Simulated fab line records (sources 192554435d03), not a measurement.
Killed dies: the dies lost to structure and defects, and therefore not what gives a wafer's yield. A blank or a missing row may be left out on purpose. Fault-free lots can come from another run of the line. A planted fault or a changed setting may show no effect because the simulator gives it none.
Which tool did it? :: flow n5 finfet :: Sampling: 10 lots, 30 wafers, 4 of 1938 route steps

== WHAT EACH GAUGE READ, for each wafer ==
N5_BEOL_M14_INSPECT_55: inspects for defects (darkfield).
lot: L299
measured: day 11 02:43
on: defect inspect-01
raw defect count: 94 86 86

lot: L302
measured: day 12 04:34
on: defect inspect-02
raw defect count: 78 62 90

lot: L304
measured: day 12 11:25
on: defect inspect-02
raw defect count: 49 69 42

lot: L305
measured: day 12 17:25
on: defect inspect-02
raw defect count: 123 54 104

lot: L313
measured: day 15 12:08
on: defect inspect-01
raw defect count: 106 94 82

lot: L314
measured: day 15 12:30
on: defect inspect-01
raw defect count: 63 80 68

lot: L315
measured: day 15 14:43
on: defect inspect-01
raw defect count: 109 110 56

lot: L316
measured: day 16 06:19
on: defect inspect-02
raw defect count: 111 132 66

lot: L317
measured: day 16 10:44
on: defect inspect-02
raw defect count: 63 66 34

lot: L320
measured: day 16 20:31
on: defect inspect-02
raw defect count: 96 132 102

== EACH LOT AND THE TOOL THAT RAN IT (in order: tool; ch and the chambers of the sampled wafers; start) ==
lot: L299
N5_BEOL_M14_ETCH_38: rie diel-06 ch 0,3, day 11 01:39 or earlier
N5_BEOL_M14_SPUTTER_45: pvd sputter-03, day 11 01:39
N5_BEOL_M14_CMP_49: cmp-04 ch 0,3, day 11 02:16

lot: L302
N5_BEOL_M14_ETCH_38: rie diel-02 ch 1,2, day 12 03:31 or earlier
N5_BEOL_M14_SPUTTER_45: pvd sputter-03, day 12 03:31
N5_BEOL_M14_CMP_49: cmp-03 ch 2,3, day 12 04:09

lot: L304
N5_BEOL_M14_ETCH_38: rie diel-02 ch 0,1,2, day 12 10:09 or earlier
N5_BEOL_M14_SPUTTER_45: pvd sputter-02, day 12 10:09
N5_BEOL_M14_CMP_49: cmp-04 ch 0,1,2, day 12 10:58

lot: L305
N5_BEOL_M14_ETCH_38: rie diel-02 ch 1,2,3, day 12 15:47 or earlier
N5_BEOL_M14_SPUTTER_45: pvd sputter-03, day 12 15:47
N5_BEOL_M14_CMP_49: cmp-04 ch 0,2,3, day 12 16:58

lot: L313
N5_BEOL_M14_ETCH_38: rie diel-02 ch 0,2, day 15 11:05 or earlier
N5_BEOL_M14_SPUTTER_45: pvd sputter-03, day 15 11:05
N5_BEOL_M14_CMP_49: cmp-02 ch 1,3, day 15 11:43

lot: L314
N5_BEOL_M14_ETCH_38: rie diel-02 ch 0,1,2, day 15 11:26 or earlier
N5_BEOL_M14_SPUTTER_45: pvd sputter-03, day 15 11:26
N5_BEOL_M14_CMP_49: cmp-04 ch 1,2, day 15 12:05

lot: L315
N5_BEOL_M14_ETCH_38: rie diel-01 ch 1,2,3, day 15 13:33 or earlier
N5_BEOL_M14_SPUTTER_45: pvd sputter-02, day 15 13:33
N5_BEOL_M14_CMP_49: cmp-03 ch 0,2,3, day 15 14:16

lot: L316
N5_BEOL_M14_ETCH_38: rie diel-01 ch 0,2,3, day 16 05:01 or earlier
N5_BEOL_M14_SPUTTER_45: pvd sputter-02, day 16 05:01
N5_BEOL_M14_CMP_49: cmp-04 ch 0,1,3, day 16 05:52

lot: L317
N5_BEOL_M14_ETCH_38: rie diel-06 ch 1,2,3, day 16 09:40 or earlier
N5_BEOL_M14_SPUTTER_45: pvd sputter-01, day 16 09:40
N5_BEOL_M14_CMP_49: cmp-02 ch 0,3, day 16 10:17

lot: L320
N5_BEOL_M14_ETCH_38: rie diel-01 ch 1,3, day 16 19:28 or earlier
N5_BEOL_M14_SPUTTER_45: pvd sputter-02, day 16 19:28
N5_BEOL_M14_CMP_49: cmp-04 ch 0,1,2, day 16 20:04
- N5_BEOL_M14_ETCH_38: etches SiCN in CF4/N2, target depth 106.5 nm, time 120.6 s.
- N5_BEOL_M14_SPUTTER_45: material Cu, target thk 100 nm, time 16.67 s.
- N5_BEOL_M14_CMP_49: polishes, stops on SiO2, t overpolish 5.2 s, target thk 560 nm.

== THE ANSWER, worked out from the rows above alone ==
Rule: usual is defined by the lots themselves. The widest of any qualifying gaps counts: lots, ordered by their means at a reading, are off when they make up no more than a third of the lots, leave a main group of 4 or more, and stand apart from it by 3 or more times the standard deviation of that group's means. A main group whose means are all the same, to the digits that the tables above print for the reading, isn't used. Also off: a lot with no number at a reading for which 4 or more lots have one. The other lots that the step has rows for count as sound.
No lot is off at any reading shown: from this, nothing can be told.

== WHAT THE SIMULATOR HAD INSERTED ==
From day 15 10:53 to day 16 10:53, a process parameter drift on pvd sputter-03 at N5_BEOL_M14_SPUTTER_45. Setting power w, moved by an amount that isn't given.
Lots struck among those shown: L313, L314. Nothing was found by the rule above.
